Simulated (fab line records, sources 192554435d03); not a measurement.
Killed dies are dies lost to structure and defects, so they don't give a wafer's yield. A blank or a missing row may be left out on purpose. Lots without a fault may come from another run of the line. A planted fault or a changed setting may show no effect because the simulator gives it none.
Split-lot experiment | flow n5_finfet | 7 lots, 21 wafers read, on a route of 1938 steps

THE SPLIT
At N5_BEOL_M7_ETCH_41 (etches SiCN in CH3F/O2, target depth 31.9 nm, time 57.8 s), the setting source_w was moved away from the recipe's 395 W on 7 of the 21 wafers read, by -16.0% to +16.8%. The other wafers ran this setting at the recipe's value.

The reading is taken at the split's own step.

THE READING
rf_vpp_V, in V, at N5_BEOL_M7_ETCH_41 (etches SiCN in CH3F/O2, target depth 31.9 nm, time 57.8 s). Fault-free wafers of this fab line usually give 296.7 V, standard deviation 1.8 V.

wafer  | tool, chamber at the split | source_w as run, W | against the recipe | rf_vpp_V, V | against lot-mates on the recipe
L078.2 | rie_diel-02, 2             | 433.8              | +9.8%              | 288.0       | -8.7
L078.3 | rie_diel-02, 0             | 433.8              | +9.8%              | 286.0       | -10.7
L078.4 | rie_diel-02, 1             | 395                | recipe             | 296.7       | -
L083.4 | rie_diel-04, 1             | 395                | recipe             | 297.1       | -
L083.5 | rie_diel-04, 0             | 395                | recipe             | 293.9       | -
L083.6 | rie_diel-04, 1             | 395                | recipe             | 297.3       | -
L085.2 | rie_diel-04, 3             | 395                | recipe             | 297.3       | -
L085.3 | rie_diel-04, 1             | 395                | recipe             | 297.4       | -
L085.5 | rie_diel-04, 1             | 395                | recipe             | 297.2       | -
L089.4 | rie_diel-02, 3             | 331.7              | -16.0%             | 315.9       | +18.9
L089.5 | rie_diel-02, 1             | 395                | recipe             | 296.6       | -
L089.6 | rie_diel-02, 2             | 395                | recipe             | 297.4       | -
L088.1 | rie_diel-04, 1             | 395                | recipe             | 298.0       | -
L088.2 | rie_diel-04, 0             | 395                | recipe             | 294.5       | -
L088.3 | rie_diel-04, 3             | 395                | recipe             | 295.1       | -
L092.2 | rie_diel-03, 0             | 395                | recipe             | 295.9       | -
L092.3 | rie_diel-03, 1             | 461.2              | +16.8%             | 283.4       | -12.5
L092.6 | rie_diel-03, 0             | 461.2              | +16.8%             | 282.4       | -13.5
L095.2 | rie_diel-04, 0             | 373.9              | -5.3%              | 298.7       | +0.8
L095.3 | rie_diel-04, 2             | 373.9              | -5.3%              | 303.4       | +5.5
L095.5 | rie_diel-04, 3             | 395                | recipe             | 297.9       | -

THE FIT
A straight line over all 21 wafers: rf_vpp_V changes by -0.948 V for each +1% of source_w; r = -0.97; the points scatter about the line by 1.8 V.
The same after taking each lot's own level away (the mean of its wafers on the recipe; 21 wafers): -0.905 V for each +1%; r = -0.96; scatter 1.8 V.
On that fit, the largest move of source_w shifts the reading by 15 V.
The lots' own levels span 295.87 to 297.90 V, that is 1.1 times the standard deviation above.
So the lot-to-lot level changes the slope little: the two slopes agree.
Check: with one of the wafers moved furthest among these (+16.8%) left out of the fit, the line predicts -16 V for it against its lot-mates. It came out at -12.5 V against them.
Tool readings at the split's step, against how far the setting was moved: rf_vpp_V r = -0.97.

OTHER SPLITS ON THESE WAFERS
These wafers also went through other splits before the reading. Each is held against what the fit with the lots' levels taken away leaves over:
other split on the same wafers | wafers away from the commonest value | r with rf_vpp_V (lot level and that fit taken away)
N5_BEOL_M7_COAT_05 spin_rpm    | 1                                    | -0.54

THE FILE'S OWN FIT
rf_vpp_V changes by -0.954 V for each +1% of source_w, r = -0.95.
